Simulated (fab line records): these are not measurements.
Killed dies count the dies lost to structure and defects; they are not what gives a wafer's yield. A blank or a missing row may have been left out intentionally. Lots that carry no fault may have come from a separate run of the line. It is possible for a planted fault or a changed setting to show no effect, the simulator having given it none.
Chamber matching :: flow n5-finfet :: rie-diel-06 running N5_GATE_CUT_STRIP_42: 4 sister chambers
The step strips in O2. 20 wafers are shown with their chamber, then 10 later ones without.

== WAFERS, EACH WITH ITS CHAMBER ==
wafer: L077.1
chamber: 2
drypump-motor-current-A (A): 5.7
showerhead-plenum-p-Torr (Torr): 2.02
throttle-valve-pct (%): 16.94

wafer: L077.2
chamber: 1
drypump-motor-current-A (A): 5.4
showerhead-plenum-p-Torr (Torr): 2.14
throttle-valve-pct (%): 16.63

wafer: L077.3
chamber: 0
drypump-motor-current-A (A): 5.5
showerhead-plenum-p-Torr (Torr): 2.02
throttle-valve-pct (%): 16.85

wafer: L077.4
chamber: 3
drypump-motor-current-A (A): 6.8
showerhead-plenum-p-Torr (Torr): 2.14
throttle-valve-pct (%): 16.32

wafer: L077.5
chamber: 0
drypump-motor-current-A (A): 5.5
showerhead-plenum-p-Torr (Torr): 2.02
throttle-valve-pct (%): 16.84

wafer: L077.6
chamber: 1
drypump-motor-current-A (A): 5.3
showerhead-plenum-p-Torr (Torr): 2.14
throttle-valve-pct (%): 16.63

wafer: L082.2
chamber: 0
drypump-motor-current-A (A): 5.5
showerhead-plenum-p-Torr (Torr): 2.02
throttle-valve-pct (%): 16.86

wafer: L082.3
chamber: 1
drypump-motor-current-A (A): 5.3
showerhead-plenum-p-Torr (Torr): 2.13
throttle-valve-pct (%): 16.65

wafer: L082.6
chamber: 2
drypump-motor-current-A (A): 5.7
showerhead-plenum-p-Torr (Torr): 2.02
throttle-valve-pct (%): 16.98

wafer: L086.1
chamber: 2
drypump-motor-current-A (A): 5.7
showerhead-plenum-p-Torr (Torr): 2.02
throttle-valve-pct (%): 17.00

wafer: L086.3
chamber: 0
drypump-motor-current-A (A): 5.5
showerhead-plenum-p-Torr (Torr): 2.02
throttle-valve-pct (%): 16.87

wafer: L086.4
chamber: 3
drypump-motor-current-A (A): 6.8
showerhead-plenum-p-Torr (Torr): 2.13
throttle-valve-pct (%): 16.37

wafer: L090.1
chamber: 0
drypump-motor-current-A (A): 5.5
showerhead-plenum-p-Torr (Torr): 2.01
throttle-valve-pct (%): 16.89

wafer: L090.2
chamber: 3
drypump-motor-current-A (A): 6.7
showerhead-plenum-p-Torr (Torr): 2.13
throttle-valve-pct (%): 16.39

wafer: L090.5
chamber: 2
drypump-motor-current-A (A): 5.7
showerhead-plenum-p-Torr (Torr): 2.01
throttle-valve-pct (%): 17.01

wafer: L092.1
chamber: 2
drypump-motor-current-A (A): 5.7
showerhead-plenum-p-Torr (Torr): 2.01
throttle-valve-pct (%): 17.00

wafer: L092.3
chamber: 3
drypump-motor-current-A (A): 6.7
showerhead-plenum-p-Torr (Torr): 2.13
throttle-valve-pct (%): 16.40

wafer: L092.6
chamber: 0
drypump-motor-current-A (A): 5.5
showerhead-plenum-p-Torr (Torr): 2.01
throttle-valve-pct (%): 16.88

wafer: L093.1
chamber: 2
drypump-motor-current-A (A): 5.7
showerhead-plenum-p-Torr (Torr): 2.01
throttle-valve-pct (%): 17.02

wafer: L093.2
chamber: 1
drypump-motor-current-A (A): 5.3
showerhead-plenum-p-Torr (Torr): 2.13
throttle-valve-pct (%): 16.69

SIGNATURES, as means of the wafers listed above
reading: drypump-motor-current-A
chamber 0: 5.500
chamber 1: 5.325
chamber 2: 5.700
chamber 3: 6.750
scatter within a chamber: 0.0331

reading: showerhead-plenum-p-Torr
chamber 0: 2.0167
chamber 1: 2.1350
chamber 2: 2.0150
chamber 3: 2.1325
scatter within a chamber: 0.00535

reading: throttle-valve-pct
chamber 0: 16.8650
chamber 1: 16.6500
chamber 2: 16.9917
chamber 3: 16.3700
scatter within a chamber: 0.0274
Rule: for each reading, subtract the chamber's mean from the wafer's reading, divide by that reading's scatter and square the result; add these up over the readings and take the root, which gives the wafer's distance from the chamber. If the next closest chamber is less than 2 further off than the closest, the wafer can't be placed; otherwise it belongs to the closest. The scatter is the square root of a quotient: the sum, over the shown wafers, of each reading's squared deviation from its chamber's mean, divided by wafers minus chambers.

== WAFERS MISSING THEIR CHAMBER ==
wafer: L093.3
drypump-motor-current-A (A): 5.5
showerhead-plenum-p-Torr (Torr): 2.01
throttle-valve-pct (%): 16.91

wafer: L093.4
drypump-motor-current-A (A): 6.8
showerhead-plenum-p-Torr (Torr): 2.13
throttle-valve-pct (%): 16.40

wafer: L093.5
drypump-motor-current-A (A): 5.7
showerhead-plenum-p-Torr (Torr): 2.01
throttle-valve-pct (%): 17.01

wafer: L093.6
drypump-motor-current-A (A): 5.3
showerhead-plenum-p-Torr (Torr): 2.13
throttle-valve-pct (%): 16.67

wafer: L094.1
drypump-motor-current-A (A): 5.5
showerhead-plenum-p-Torr (Torr): 2.01
throttle-valve-pct (%): 16.90

wafer: L094.2
drypump-motor-current-A (A): 5.4
showerhead-plenum-p-Torr (Torr): 2.13
throttle-valve-pct (%): 16.70

wafer: L094.3
drypump-motor-current-A (A): 5.7
showerhead-plenum-p-Torr (Torr): 2.01
throttle-valve-pct (%): 17.03

wafer: L096.1
drypump-motor-current-A (A): 6.7
showerhead-plenum-p-Torr (Torr): 2.13
throttle-valve-pct (%): 16.41

wafer: L096.3
drypump-motor-current-A (A): 5.3
showerhead-plenum-p-Torr (Torr): 2.13
throttle-valve-pct (%): 16.69

wafer: L096.5
drypump-motor-current-A (A): 6.8
showerhead-plenum-p-Torr (Torr): 2.13
throttle-valve-pct (%): 16.42

== WHICH CHAMBER EACH ONE RAN IN ==
wafer: L093.3
from the rows above: 0
in truth: 0

wafer: L093.4
from the rows above: 3
in truth: 3

wafer: L093.5
from the rows above: 2
in truth: 2

wafer: L093.6
from the rows above: 1
in truth: 1

wafer: L094.1
from the rows above: 0
in truth: 0

wafer: L094.2
from the rows above: 1
in truth: 1

wafer: L094.3
from the rows above: 2
in truth: 2

wafer: L096.1
from the rows above: 3
in truth: 3

wafer: L096.3
from the rows above: 1
in truth: 1

wafer: L096.5
from the rows above: 3
in truth: 3
Correct placement for 10 of the 10. Left unplaced by these rows: 0. Placed wrongly: 0.
